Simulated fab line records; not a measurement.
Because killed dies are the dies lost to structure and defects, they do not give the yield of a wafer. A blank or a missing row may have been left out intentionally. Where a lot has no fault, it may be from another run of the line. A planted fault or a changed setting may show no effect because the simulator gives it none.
fab line records | flow nandHarc
[record] lots = 6 | wafers = 18 | lastDay = 24
route steps=1159 shown A_SOURCE_PLATE@416 A_ONON_D1@424 END@1159
lots that met no fault: from a run of the same line without faults
startH: hours from the record's opening day to when the first of the lot's shown wafers began | waitH: time in hours since the lot's previous step | " unchanged from the row above | L1.1+2: one row covering several wafers at once | - no value, or no start given | * or withheld: withheld | < > ~ a bound
route shown NAME@n: NAME is a module with steps in the file, n the number in the route of the first one | usual: mean/standard deviation taken from wafers without a fault | same: alike in all rows | chamber/n: place in a boat | sites: per-site readings | _std_site: the standard deviation of these | _edge_site: the outer-site mean with the inner-site mean subtracted | radiusMm: how far each site lies from the wafer's centre | mask NAME#n: copy n | behind: the last tool/chamber to shape the wafer | hold: cause of the lot's hold/its duration in hours/its outcome | device: the n, p or np transistor that did not switch | end of line: tests run on the same wafers once the route is complete | a step given without rows: its recipe and nothing more | killed: at the first sort, the dies lost to defects and structure; wafer yield is something else | map: shows each die of a wafer: x if killed, . if not, _ if none is there
set.NAME: the run value of the setting; set.NAME@STEP: its run value at that earlier step | model.NAME: the simulator's own value behind a step, which no gauge read
lots seen at some steps along the route; tables by step, rows by wafer
services: when a tool's chamber went out of use (startH, in hours from the record's first day, below 0 if earlier), for how many hours, and the reason
[[steps]]
[step NHARC_A_SOURCE_PLATE_THK_MEAS_09]
[recipe] thkMeasGauge = ellipsometry
[usual] thkNm = 9.6/1.1
lot.wafer | tool         | chamber | startH | waitH | thkNm
L678.2    | filmMetro-02 | -       | 163.60 | 0.4   | 7.6
L678.3    | "            | -       | "      | "     | 6.6
L678.4    | "            | -       | "      | "     | 10.8
L676.1    | filmMetro-01 | -       | 163.62 | 0.4   | 9.3
L676.2    | "            | -       | "      | "     | 10.6
L676.5    | "            | -       | "      | "     | 7.9
L685.3    | filmMetro-01 | -       | 205.05 | 0.4   | 8.0
L685.4    | "            | -       | "      | "     | 8.2
L685.6    | "            | -       | "      | "     | 9.0
L687.2    | filmMetro-02 | -       | 219.82 | 0.4   | 10.2
L687.3    | "            | -       | "      | "     | 9.1
L687.4    | "            | -       | "      | "     | 11.4
L695.1    | filmMetro-01 | -       | 260.80 | 0.4   | 9.8
L695.2    | "            | -       | "      | "     | 11.4
L695.3    | "            | -       | "      | "     | 9.6
L697.1    | filmMetro-02 | -       | 278.53 | 0.4   | 9.1
L697.2    | "            | -       | "      | "     | 8.9
L697.5    | "            | -       | "      | "     | 11.1
[step NHARC_A_SOURCE_PLATE_PVD_04]
[recipe] targetThkA = 500 | material = WSi2
[step NHARC_A_SOURCE_PLATE_CVD_03]
[recipe] targetThkA = 2000 | tempC = 620 | pressureMtorr = 200 | timeS = 4000 | material = poly-Si
[step NHARC_A_SOURCE_PLATE_ANNEAL_05]
[recipe] tempC = 850 | timeS = 1800
[step NHARC_A_SOURCE_PLATE_THK_MEAS_06]
[recipe] thkMeasGauge = ellipsometry
[usual] thkNm = 199.5/2.3
lot.wafer | tool         | chamber | startH | waitH | thkNm
L678.2    | filmMetro-01 | -       | 176.94 | 0.4   | 200.4
L678.3    | "            | -       | "      | "     | 199.9
L678.4    | "            | -       | "      | "     | 197.7
L676.1    | filmMetro-02 | -       | 176.94 | 0.4   | 197.1
L676.2    | "            | -       | "      | "     | 199.7
L676.5    | "            | -       | "      | "     | 198.4
L685.3    | filmMetro-02 | -       | 215.63 | 0.4   | 201.2
L685.4    | "            | -       | "      | "     | 202.0
L685.6    | "            | -       | "      | "     | 199.0
L687.2    | filmMetro-01 | -       | 232.94 | 0.4   | 194.4
L687.3    | "            | -       | "      | "     | 195.5
L687.4    | "            | -       | "      | "     | 196.9
L695.1    | filmMetro-02 | -       | 274.80 | 0.4   | 200.7
L695.2    | "            | -       | "      | "     | 201.7
L695.3    | "            | -       | "      | "     | 202.4
L697.1    | filmMetro-01 | -       | 291.40 | 0.4   | 204.8
L697.2    | "            | -       | "      | "     | 204.2
L697.5    | "            | -       | "      | "     | 204.2
[step NHARC_A_SOURCE_PLATE_INSPECT_08]
[usual] rawDefectCount = 69/25
lot.wafer | tool             | chamber | startH | waitH | rawDefectCount
L676.1    | defectInspect-01 | -       | 177.01 | 0.0   | 107
L676.2    | "                | -       | "      | "     | 42
L676.5    | "                | -       | "      | "     | 70
L678.2    | defectInspect-02 | -       | 177.02 | 0.0   | 63
L678.3    | "                | -       | "      | "     | 45
L678.4    | "                | -       | "      | "     | 81
L685.3    | defectInspect-02 | -       | 215.69 | 0.0   | 54
L685.4    | "                | -       | "      | "     | 122
L685.6    | "                | -       | "      | "     | 76
L687.2    | defectInspect-01 | -       | 233.03 | 0.0   | 76
L687.3    | "                | -       | "      | "     | 46
L687.4    | "                | -       | "      | "     | 40
L695.1    | defectInspect-02 | -       | 274.87 | 0.0   | 66
L695.2    | "                | -       | "      | "     | 75
L695.3    | "                | -       | "      | "     | 56
L697.1    | defectInspect-01 | -       | 291.46 | 0.0   | 35
L697.2    | "                | -       | "      | "     | 28
L697.5    | "                | -       | "      | "     | 52
[step NHARC_A_ONON_D1_DEP_00]
[recipe] targetThkA = 10000 | n2FlowSccm = 2750 | n2oFlowSccm = 2000 | nh3FlowSccm = 500 | sih4FlowSccm = 210 | tempC = 400
[step NHARC_A_ONON_D1_THK_MEAS_02]
[recipe] thkMeasGauge = ellipsometry
[usual] thkNm = 1002/9.3
lot.wafer | tool         | chamber | startH | waitH | thkNm
L676.1    | filmMetro-01 | -       | 177.58 | -     | 1013
L676.2    | "            | -       | "      | "     | 1013
L676.5    | "            | -       | "      | "     | 1013
L678.2    | filmMetro-02 | -       | 177.60 | -     | 1006
L678.3    | "            | -       | "      | "     | 1008
L678.4    | "            | -       | "      | "     | 1009
L685.3    | filmMetro-01 | -       | 216.28 | -     | 999
L685.4    | "            | -       | "      | "     | 999
L685.6    | "            | -       | "      | "     | 1001
L687.2    | filmMetro-02 | -       | 233.64 | -     | 1014
L687.3    | "            | -       | "      | "     | 1013
L687.4    | "            | -       | "      | "     | 1014
L695.1    | filmMetro-02 | -       | 275.45 | -     | 1004
L695.2    | "            | -       | "      | "     | 1006
L695.3    | "            | -       | "      | "     | 1004
L697.1    | filmMetro-01 | -       | 292.06 | -     | 1004
L697.2    | "            | -       | "      | "     | 1002
L697.5    | "            | -       | "      | "     | 1001
[step NHARC_A_ONON_D1_DEP_03]
[recipe] targetThkA = 10000 | n2FlowSccm = 2750 | n2oFlowSccm = 2000 | nh3FlowSccm = 500 | sih4FlowSccm = 210 | tempC = 400
[step NHARC_A_ONON_D1_THK_MEAS_05]
[recipe] thkMeasGauge = ellipsometry
[usual] thkNm = 1000/12
lot.wafer | tool         | chamber | startH | waitH | thkNm
L676.1    | filmMetro-01 | -       | 178.14 | -     | 1002
L676.2    | "            | -       | "      | "     | 1003
L676.5    | "            | -       | "      | "     | 1002
L678.2    | filmMetro-02 | -       | 178.28 | -     | 1007
L678.3    | "            | -       | "      | "     | 1009
L678.4    | "            | -       | "      | "     | 1008
L685.3    | filmMetro-01 | -       | 216.84 | -     | 1004
L685.4    | "            | -       | "      | "     | 1005
L685.6    | "            | -       | "      | "     | 1006
L687.2    | filmMetro-02 | -       | 234.21 | -     | 1012
L687.3    | "            | -       | "      | "     | 1012
L687.4    | "            | -       | "      | "     | 1012
L695.1    | filmMetro-02 | -       | 276.02 | -     | 1002
L695.2    | "            | -       | "      | "     | 1000
L695.3    | "            | -       | "      | "     | 1000
L697.1    | filmMetro-01 | -       | 292.62 | -     | 1017
L697.2    | "            | -       | "      | "     | 1016
L697.5    | "            | -       | "      | "     | 1015
[step NHARC_A_ONON_D1_DEP_06]
[recipe] targetThkA = 10000 | n2FlowSccm = 2750 | n2oFlowSccm = 2000 | nh3FlowSccm = 500 | sih4FlowSccm = 210 | tempC = 400
[usual] sih4FlowSccm = 209.9/0.73
lot.wafer | tool         | chamber | startH | waitH | sih4FlowSccm
L676.1    | pecvdOnon-01 | 0       | 178.20 | 0.1   | 209.6
L676.2    | "            | 0       | "      | "     | 209.6
L676.5    | "            | 0       | "      | "     | 209.9
L678.2    | pecvdOnon-02 | 0       | 178.40 | 0.1   | 209.4
L678.3    | "            | 0       | "      | "     | 210.4
L678.4    | "            | 0       | "      | "     | 209.0
L685.3    | pecvdOnon-02 | 0       | 217.01 | 0.2   | 209.7
L685.4    | "            | 0       | "      | "     | 209.8
L685.6    | "            | 0       | "      | "     | 209.8
L687.2    | pecvdOnon-02 | 0       | 234.32 | 0.1   | 209.8
L687.3    | "            | 0       | "      | "     | 209.8
L687.4    | "            | 0       | "      | "     | 210.8
L695.1    | pecvdOnon-01 | 0       | 276.08 | 0.1   | 208.4
L695.2    | "            | 0       | "      | "     | 208.9
L695.3    | "            | 0       | "      | "     | 209.1
L697.1    | pecvdOnon-03 | 0       | 292.68 | 0.1   | 210.8
L697.2    | "            | 0       | "      | "     | 210.0
L697.5    | "            | 0       | "      | "     | 210.7
[step NHARC_A_ONON_D1_THK_MEAS_08]
[recipe] thkMeasGauge = ellipsometry
[usual] thkNm = 999/10
lot.wafer | tool         | chamber | startH | waitH | thkNm
L676.1    | filmMetro-02 | -       | 178.71 | -     | 998
L676.2    | "            | -       | "      | "     | 998
L676.5    | "            | -       | "      | "     | 997
L678.2    | filmMetro-01 | -       | 178.86 | -     | 1005
L678.3    | "            | -       | "      | "     | 1004
L678.4    | "            | -       | "      | "     | 1003
L685.3    | filmMetro-02 | -       | 217.41 | -     | 1728
L685.4    | "            | -       | "      | "     | 983
L685.6    | "            | -       | "      | "     | 981
L687.2    | filmMetro-02 | -       | 234.77 | -     | 997
L687.3    | "            | -       | "      | "     | 1741
L687.4    | "            | -       | "      | "     | 997
L695.1    | filmMetro-02 | -       | 276.59 | -     | 1006
L695.2    | "            | -       | "      | "     | 1004
L695.3    | "            | -       | "      | "     | 1007
L697.1    | filmMetro-02 | -       | 293.19 | -     | 1004
L697.2    | "            | -       | "      | "     | 1004
L697.5    | "            | -       | "      | "     | 1004
[step NHARC_A_ONON_D1_DEP_09]
[recipe] targetThkA = 10000 | n2FlowSccm = 2750 | n2oFlowSccm = 2000 | nh3FlowSccm = 500 | sih4FlowSccm = 210 | tempC = 400
[step NHARC_END_SORT_01]
[recipe] tempC = 25
[usual] killedAtArray = 29/10 | killedAtOther = 0.7/1.1 | killedAtPeriphery = 3.2/2.2 | killedDies = 33/11 | killedOpen = 3.5/1.8 | killedShort = 2.0/1.4
[same] grossDies = 677
lot.wafer | tool      | chamber | startH | waitH | killedAtArray | killedAtOther | killedAtPeriphery | killedDies | killedOpen | killedShort
L687.3    | prober-02 | 0       | 507.68 | 3.1   | 675           | 0             | 2                 | 677        | 4          | 0
L685.3    | prober-01 | 0       | 507.52 | 3.1   | 675           | 0             | 2                 | 677        | 5          | 3
// killed by level:class
L685.3 A_ONON_D1:areaDep=647 A_CHANNEL_HOLE_D1:chamberFilmFlake=19 A_CONTACT:chamberFilmFlake=2 P_CONTACT:geometricParticle:short=1 P_CONTACT:geometricParticle:open=1 A_SOURCE_PLATE:geometricParticle:open=1 A_CHANNEL_FILL_D1:geometricParticle:open=1 A_SGD_CUT:geometricParticle:open=1
L687.3 A_ONON_D1:areaDep=630 A_CHANNEL_HOLE_D1:chamberFilmFlake=16 A_SLIT:chamberFilmFlake=16 A_STAIRCASE:chamberFilmFlake=5 A_CONTACT:chamberFilmFlake=3 A_M0:geometricParticle:open=2 P_M2:chamberFilmFlake=2 A_ONON_D1:geometricParticle:open=1
// map L685.3 (x killed, . not)
____________x____________
_________xxxxxxx_________
_______xxxxxxxxxxx_______
______xxxxxxxxxxxxx______
_____xxxxxxxxxxxxxxx_____
____xxxxxxxxxxxxxxxxx____
____xxxxxxxxxxxxxxxxx____
___xxxxxxxxxxxxxxxxxxx___
___xxxxxxxxxxxxxxxxxxx___
__xxxxxxxxxxxxxxxxxxxxx__
__xxxxxxxxxxxxxxxxxxxxx__
_xxxxxxxxxxxxxxxxxxxxxxx_
_xxxxxxxxxxxxxxxxxxxxxxx_
_xxxxxxxxxxxxxxxxxxxxxxx_
_xxxxxxxxxxxxxxxxxxxxxxx_
_xxxxxxxxxxxxxxxxxxxxxxx_
xxxxxxxxxxxxxxxxxxxxxxxxx
xxxxxxxxxxxxxxxxxxxxxxxxx
xxxxxxxxxxxxxxxxxxxxxxxxx
xxxxxxxxxxxxxxxxxxxxxxxxx
xxxxxxxxxxxxxxxxxxxxxxxxx
_xxxxxxxxxxxxxxxxxxxxxxx_
_xxxxxxxxxxxxxxxxxxxxxxx_
_xxxxxxxxxxxxxxxxxxxxxxx_
_xxxxxxxxxxxxxxxxxxxxxxx_
_xxxxxxxxxxxxxxxxxxxxxxx_
__xxxxxxxxxxxxxxxxxxxxx__
__xxxxxxxxxxxxxxxxxxxxx__
___xxxxxxxxxxxxxxxxxxx___
___xxxxxxxxxxxxxxxxxxx___
____xxxxxxxxxxxxxxxxx____
____xxxxxxxxxxxxxxxxx____
_____xxxxxxxxxxxxxxx_____
______xxxxxxxxxxxxx______
_______xxxxxxxxxxx_______
_________xxxxxxx_________
____________x____________
// map L687.3 (x killed, . not)
____________x____________
_________xxxxxxx_________
_______xxxxxxxxxxx_______
______xxxxxxxxxxxxx______
_____xxxxxxxxxxxxxxx_____
____xxxxxxxxxxxxxxxxx____
____xxxxxxxxxxxxxxxxx____
___xxxxxxxxxxxxxxxxxxx___
___xxxxxxxxxxxxxxxxxxx___
__xxxxxxxxxxxxxxxxxxxxx__
__xxxxxxxxxxxxxxxxxxxxx__
_xxxxxxxxxxxxxxxxxxxxxxx_
_xxxxxxxxxxxxxxxxxxxxxxx_
_xxxxxxxxxxxxxxxxxxxxxxx_
_xxxxxxxxxxxxxxxxxxxxxxx_
_xxxxxxxxxxxxxxxxxxxxxxx_
xxxxxxxxxxxxxxxxxxxxxxxxx
xxxxxxxxxxxxxxxxxxxxxxxxx
xxxxxxxxxxxxxxxxxxxxxxxxx
xxxxxxxxxxxxxxxxxxxxxxxxx
xxxxxxxxxxxxxxxxxxxxxxxxx
_xxxxxxxxxxxxxxxxxxxxxxx_
_xxxxxxxxxxxxxxxxxxxxxxx_
_xxxxxxxxxxxxxxxxxxxxxxx_
_xxxxxxxxxxxxxxxxxxxxxxx_
_xxxxxxxxxxxxxxxxxxxxxxx_
__xxxxxxxxxxxxxxxxxxxxx__
__xxxxxxxxxxxxxxxxxxxxx__
___xxxxxxxxxxxxxxxxxxx___
___xxxxxxxxxxxxxxxxxxx___
____xxxxxxxxxxxxxxxxx____
____xxxxxxxxxxxxxxxxx____
_____xxxxxxxxxxxxxxx_____
______xxxxxxxxxxxxx______
_______xxxxxxxxxxx_______
_________xxxxxxx_________
____________x____________
[[services]]
tool         | chamber | startH | hours | kind
pecvdOnon-01 | -       | 195.22 | 13.0  | pm
pecvdOnon-03 | -       | 212.82 | 20.0  | repair
pecvdOnon-02 | -       | 292.13 | 13.0  | pm
[[key]]
[firstSign] step = NHARC_A_ONON_D1_THK_MEAS_08 | reading = thkNm | direction = up | sigmas = 74 | usual = 999 | struck = 1735
[effect] step = NHARC_END_SORT_01 | reading = killedAtArray | direction = up | sigmas = 63 | usual = 29 | struck = 675
[moreKillsBornAt] NHARC_A_ONON_D1_DEP_06@pecvdOnon-02 = 1277
metAt NHARC_A_ONON_D1_DEP_06
struckWafers L685.3,L687.3
laterRowsLeftOut L685.3,L687.3
testerLeftOut L685,L687
onsetBetween 178.40 217.01
[fault] kind = processParameterDrift | tool = pecvdOnon-02 | chamber = - | onsetH = 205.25 | steps = NHARC_A_ONON_D1_DEP_06 | channel = targetThkA | offset = * | shape = step | endH = 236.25 | scope = struckWafersOnly | actsIn = * | stated = *
// testerLeftOut: of these lots the tester's yield and bins aren't shown, on N5 and GAA mostly nor the transistor test; their killed dies are dies lost to structure and defects alone, not to doping, threshold or leakage, so they don't give the yield
// laterRowsLeftOut: the simulator's readings of these wafers behind a module that went badly wrong aren't trusted and aren't shown, but for the sort
